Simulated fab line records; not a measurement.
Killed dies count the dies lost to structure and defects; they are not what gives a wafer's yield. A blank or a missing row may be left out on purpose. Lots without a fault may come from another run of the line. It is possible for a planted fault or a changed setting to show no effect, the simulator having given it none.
8D (eight disciplines) problem report, filled in by code -- flow n5-finfet -- the parts of the form that need people (team, actions taken, sign-off) are left out

== 1. PROBLEM STATEMENT ==
CJ_P at N5_BEOL_M4_RC_MEAS_101 reads a mean of 3.25 on 9 wafers of 3 lots; wafers without a fault read 5.78 with a standard deviation of 0.19. Measured from the usual mean, that is -13 standard deviations.
Earliest sighting: wafer L770.1 on prober-02 at day 10 18:22. At this step, 24 wafers from 8 lots have a number in the record. The rule behind "out" and "out of limits": a value lying over 4 standard deviations away from the usual mean. The other wafers with a number count as sound.

== 2. WHAT IT IS, WHAT IT ISN'T ==
question,is,is not
which readings at this step,CJ_P,ION_N
which lots,"L770, L771, L773","L760, L772, L781, L782, L783"
which wafers of those lots,all that have a number,-
read on which gauges,"prober-01, prober-02",-
when,from day 10 18:22,"up to then (3 sound wafers); but 12 sound wafers of L772, L781, L782, L783 came after"

== 3. THE SUSPECTS, EACH WITH WHAT RULES IT OUT ==
Counting: any tool at a process step up to the reading is kept as a suspect provided that every lot that is out went through it and no sound lot did after the first of them.
- the gauge at N5_BEOL_M4_RC_MEAS_101 is ruled out. The wafers that are out were read on 2 gauges (prober-01, prober-02).
- implanter-01 at N5_WELL_APT_IMPLANT_15: ruled out as a lasting fault. Following L770 (day 4 02:04), the first lot on it that is out, the sound lots L782 were run on it.
Left after counting: nothing in the record.

== 4. THE CAUSE (what the simulator had put in) ==
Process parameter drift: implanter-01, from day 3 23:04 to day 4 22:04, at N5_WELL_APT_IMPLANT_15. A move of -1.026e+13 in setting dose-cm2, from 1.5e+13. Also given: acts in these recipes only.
The count ruled it out by mistake, since the rule takes a fault to strike every lot its tool runs from the start of the fault on, and this one did not do so.

== 5. THE EFFECT CHAIN, in route order ==
Rows list readings where the struck wafers' mean (over those with a number) sits beyond 3 standard deviations from the usual. Only readings whose record carries a usual standard deviation are examined. hours: median over the lots of the time between each lot's start at the first step of this table that gives one and its start at this step. sigmas: the change, counted in usual standard deviations.
hours,step,reading,usual,on struck wafers,change,sigmas
0,N5_WELL_APT_IMPLANT_15,dose-ions-cm2,1.4998e+13,4.7381e+12,-1.0260e+13,-99 or more
0,N5_WELL_APT_IMPLANT_15,faraday-current-uA,191,60,-131,-32
160,N5_BEOL_M4_RC_MEAS_101,CJ_P,5.78,3.25,-2.53,-13
Its process steps:
- N5_WELL_APT_IMPLANT_15

== 6. HOW IT WOULD HAVE BEEN CAUGHT EARLIER ==
Counted from the fault's start at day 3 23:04, it took 163 hours until the first out-of-limits reading at a measuring or inspecting step in this record, taken at day 10 18:22.
Tool's own readings at N5_WELL_APT_IMPLANT_15, dose-ions-cm2, faraday-current-uA: out on all struck wafers the step has rows for; an alarm limit on them would have tripped on the first.
